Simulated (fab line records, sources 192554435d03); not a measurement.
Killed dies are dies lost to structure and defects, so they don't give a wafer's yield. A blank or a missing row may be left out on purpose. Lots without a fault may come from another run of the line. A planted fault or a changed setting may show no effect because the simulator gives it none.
Which tool did it? | flow n5_finfet | 9 lots, 27 wafers sampled, at 6 steps of a route of 1938

WHAT THE GAUGES READ, wafer by wafer
N5_SDB_OVL_MEAS_12. Usual: SDB_OVL -0.1 nm, standard deviation 0.82.
lot  | measured    | on         | SDB_OVL (nm)   | flag
L431 | day 5 23:35 | overlay-01 | 0.4 0.9 -0.6   |
L433 | day 6 04:21 | overlay-01 | 0.6 -0.4 -0.4  |
L436 | day 7 02:07 | overlay-02 | 0.1 -0.1 0.1   |
L437 | day 7 06:42 | overlay-01 | 0.5 1.2 1.0    |
L439 | day 7 15:14 | overlay-01 | 0.9 0.7 0.6    |
L440 | day 7 20:14 | overlay-02 | -0.4 -0.6 1.1  |
L441 | day 7 23:54 | overlay-01 | -1.2 -0.5 -1.7 |
L444 | day 8 19:51 | overlay-02 | 0.2 -0.4 -0.5  |
L447 | day 9 15:20 | overlay-02 | -0.9 0.1 -0.4  |

N5_SDB_INSPECT_13: inspects for defects (brightfield). Usual: raw_defect_count 85, standard deviation 35.
lot  | measured    | on                | raw_defect_count | flag
L431 | day 5 23:36 | defect_inspect-02 | 84 80 50         |
L433 | day 6 04:22 | defect_inspect-01 | 40 37 48         |
L436 | day 7 02:08 | defect_inspect-02 | 81 85 136        |
L437 | day 7 06:43 | defect_inspect-01 | 46 53 73         |
L439 | day 7 15:16 | defect_inspect-01 | 94 152 176       |
L440 | day 7 20:16 | defect_inspect-01 | 45 47 49         |
L441 | day 7 23:55 | defect_inspect-02 | 81 80 157        |
L444 | day 8 19:52 | defect_inspect-02 | 46 58 48         |
L447 | day 9 15:21 | defect_inspect-01 | 62 68 92         |

N5_DUMMY_REMOVAL_INSPECT_06: inspects for defects (brightfield). Usual: raw_defect_count 12, standard deviation 5.3.
lot  | measured    | on                | raw_defect_count | flag
L431 | day 6 04:01 | defect_inspect-02 | 9 9 10           |
L433 | day 6 08:32 | defect_inspect-02 | 20 6 18          |
L436 | day 7 06:28 | defect_inspect-02 | 11 12 9          |
L437 | day 7 11:42 | defect_inspect-01 | 21 18 15         |
L439 | day 7 20:40 | defect_inspect-01 | 127 141 141      | OFF
L440 | day 8 00:50 | defect_inspect-02 | 146 132 149      | OFF
L441 | day 8 04:13 | defect_inspect-01 | 124 163 121      | OFF
L444 | day 9 02:35 | defect_inspect-01 | 15 4 20          |
L447 | day 9 19:33 | defect_inspect-02 | 5 9 23           |

N5_BEOL_M4_RC_MEAS_101. Usual: DIBL_N 35.4 mV/V, standard deviation 2.1; DIBL_P 34.8 mV/V, standard deviation 2.6; IOFF_N 0.15 nA/um, standard deviation 0.037; IOFF_P 0.19 nA/um, standard deviation 0.037; ION_N 677 uA/um, standard deviation 16; ION_P 462 uA/um, standard deviation 9.3; SS_N 71.4 mV/dec, standard deviation 0.75; SS_P 72.9 mV/dec, standard deviation 0.77; VT_N 250 mV, standard deviation 3.7; VT_P -251 mV, standard deviation 3.5.
lot  | measured     | on        | DIBL_N (mV/V)  | DIBL_P (mV/V)  | IOFF_N (nA/um) | IOFF_P (nA/um) | ION_N (uA/um) | ION_P (uA/um) | SS_N (mV/dec)  | SS_P (mV/dec)  | VT_N (mV)   | VT_P (mV)      | flag
L431 | day 10 10:59 | prober-01 | 35.8 36.6 36.7 | 35.1 34.8 35.7 | 0.16 0.16 0.16 | 0.19 0.19 0.20 | 697 688 690   | 474 464 471   | 71.5 71.2 71.1 | 72.5 73.1 72.8 | 246 247 247 | -249 -251 -250 |
L433 | day 10 14:34 | prober-01 | 34.5 36.8 36.8 | 34.6 37.8 36.9 | 0.13 0.15 0.16 | 0.17 0.20 0.19 | 684 669 668   | 464 453 457   | 71.4 71.6 71.8 | 72.2 73.7 73.4 | 252 251 249 | -252 -255 -253 |
L436 | day 11 18:20 | prober-02 | 33.6 35.7 34.1 | 33.6 36.7 34.6 | 0.15 0.18 0.16 | 0.20 0.24 0.22 | 688 682 700   | 480 469 479   | 70.6 71.7 71.4 | 72.4 72.5 72.1 | 246 248 246 | -248 -248 -250 |
L437 | day 11 12:50 | prober-01 | 35.2 35.3 33.4 | 34.9 34.9 32.1 | 0.15 0.14 0.12 | 0.21 0.21 0.17 | 683 679 674   | 467 469 462   | 71.2 71.3 71.4 | 73.5 73.1 72.2 | 248 249 254 | -248 -249 -250 |
L444 | day 13 15:20 | prober-01 | 35.9 39.2 35.8 | 34.1 39.1 33.8 | 0.13 0.20 0.13 | 0.15 0.22 0.14 | 656 709 668   | 449 469 445   | 71.6 72.2 71.5 | 72.8 74.6 73.2 | 255 245 254 | -254 -253 -261 |
L447 | day 14 14:02 | prober-02 | 38.0 36.1 36.0 | 40.0 37.1 36.9 | 0.22 0.18 0.17 | 0.26 0.23 0.21 | 710 701 689   | 477 476 467   | 72.6 71.7 71.4 | 73.7 73.3 73.6 | 242 247 246 | -247 -250 -250 |

WHICH TOOL RAN EACH LOT (tool, then ch and the chambers of the sampled wafers, then the start)
lot  | N5_SDB_HM_OPEN_20                 | N5_DUMMY_REMOVAL_STRIP_10
L431 | rie_diel-03 ch 0,1,3, day 5 23:52 | rie_diel-06 ch 0,3, day 6 03:52
L433 | rie_diel-05 ch 1,2, day 6 04:41   | rie_diel-02 ch 1,2,3, day 6 08:23
L436 | rie_diel-03 ch 1,3, day 7 02:30   | rie_diel-04 ch 1,2, day 7 06:18
L437 | rie_diel-01 ch 0,1,3, day 7 06:59 | rie_diel-06 ch 0,2, day 7 11:32
L439 | rie_diel-03 ch 0,1, day 7 15:54   | rie_diel-06 ch 0,1, day 7 20:30
L440 | rie_diel-03 ch 0,3, day 7 20:32   | rie_diel-02 ch 0,1,2, day 8 00:41
L441 | rie_diel-01 ch 1,2, day 8 00:11   | rie_diel-02 ch 0,3, day 8 04:03
L444 | rie_diel-01 ch 0,1,3, day 8 21:35 | rie_diel-02 ch 0,1,2, day 9 02:27
L447 | rie_diel-03 ch 0,3, day 9 15:37   | rie_diel-04 ch 0,1,3, day 9 19:23
- N5_SDB_HM_OPEN_20: chemistry CH3F/O2, target SiNx, stops on poly-Si, target depth 24 nm.
- N5_DUMMY_REMOVAL_STRIP_10: strips in N2/H2, time 40 s.

WHAT THE TOOLS THEMSELVES READ (means of the sampled wafers that have a number; where no wafer has one, the mark that the record gives instead)
N5_SDB_HM_OPEN_20. Usual: drypump_motor_current_A 5.7 A, standard deviation 0.35; oes_product_au 0.64 a.u., standard deviation 0.069; rf_vpp_V 296 V, standard deviation 5.9; showerhead_plenum_p_Torr 2.01 Torr, standard deviation 0.075; throttle_valve_pct 16.42 %, standard deviation 0.22.
lot  | tool        | drypump_motor_current_A (A) | oes_product_au (a.u.) | rf_vpp_V (V) | showerhead_plenum_p_Torr (Torr) | throttle_valve_pct (%) | flag
L431 | rie_diel-03 | 5.5                         | 0.62                  | 298          | 2.01                            | 16.49                  |
L433 | rie_diel-05 | 5.9                         | 0.77                  | 298          | 1.99                            | 16.35                  |
L436 | rie_diel-03 | 5.5                         | 0.62                  | 297          | 1.96                            | 16.48                  |
L437 | rie_diel-01 | 5.7                         | 0.61                  | 296          | 2.00                            | 16.40                  |
L439 | rie_diel-03 | 5.5                         | 0.58                  | 303          | 2.01                            | 16.67                  |
L440 | rie_diel-03 | 5.6                         | 0.64                  | 296          | 2.05                            | 16.40                  |
L441 | rie_diel-01 | 6.0                         | 0.71                  | 303          | 2.09                            | 16.24                  |
L444 | rie_diel-01 | 5.7                         | 0.69                  | 298          | 2.08                            | 16.26                  |
L447 | rie_diel-03 | 5.6                         | 0.64                  | 295          | 2.04                            | 16.43                  |

N5_DUMMY_REMOVAL_STRIP_10. Usual: bias_power_w 3.000 W, standard deviation 0.0088; chamber_pressure_mTorr 100.00 mTorr, standard deviation 0.099; drypump_motor_current_A 5.6 A, standard deviation 0.48; oes_product_au 0.76 a.u., standard deviation 0.077; rf_vpp_V 45.3 V, standard deviation 0.82; showerhead_plenum_p_Torr 3.35 Torr, standard deviation 0.098; throttle_valve_pct 12.35 %, standard deviation 0.28.
lot  | tool        | bias_power_w (W) | chamber_pressure_mTorr (mTorr) | drypump_motor_current_A (A) | oes_product_au (a.u.) | rf_vpp_V (V) | showerhead_plenum_p_Torr (Torr) | throttle_valve_pct (%) | flag
L431 | rie_diel-06 | 3.001            | 100.04                         | 5.3                         | 0.80                  | 44.9         | 3.27                            | 12.45                  |
L433 | rie_diel-02 | 2.996            | 99.89                          | 5.6                         | 0.77                  | 44.9         | 3.29                            | 12.13                  |
L436 | rie_diel-04 | 3.010            | 100.08                         | 6.2                         | 0.73                  | 45.8         | 3.47                            | 12.46                  |
L437 | rie_diel-06 | 2.997            | 100.00                         | 5.0                         | 0.73                  | 44.3         | 3.41                            | 12.37                  |
L439 | rie_diel-06 | -                | -                              | -                           | -                     | -            | -                               | -                      | OFF
L440 | rie_diel-02 | -                | -                              | -                           | -                     | -            | -                               | -                      | OFF
L441 | rie_diel-02 | -                | -                              | -                           | -                     | -            | -                               | -                      | OFF
L444 | rie_diel-02 | 3.000            | 100.04                         | 5.9                         | 0.75                  | 46.2         | 3.32                            | 12.19                  |
L447 | rie_diel-04 | 2.995            | 100.06                         | 5.8                         | 0.81                  | 46.0         | 3.41                            | 12.17                  |

THE ANSWER, worked out from the rows above alone
Rule: a lot is off if the mean of its wafers that have a number lies more than 3 standard deviations from the usual mean. A lot without any number at a reading at which 4 lots or more have one is off too. The other lots that the step has rows for count as sound. The gauges are gone through in route order, then the tools' own readings, and for those a lot's mean is taken as printed above. The first step at which some lot is off is used, and at that step the reading that is off furthest; a lot without a number counts as furthest.
Off: L439, L440, L441, at N5_DUMMY_REMOVAL_INSPECT_06 (raw_defect_count).
A tool fits if, at a process step before that reading, it ran every lot that is off, and no sound lot after the first of them. The gauges at N5_DUMMY_REMOVAL_INSPECT_06 aren't tried: what is off there is off at N5_DUMMY_REMOVAL_STRIP_10 too, on other tools, and a gauge's error can't cause that. None of those tried fits.

WHAT THE SIMULATOR HAD PUT IN
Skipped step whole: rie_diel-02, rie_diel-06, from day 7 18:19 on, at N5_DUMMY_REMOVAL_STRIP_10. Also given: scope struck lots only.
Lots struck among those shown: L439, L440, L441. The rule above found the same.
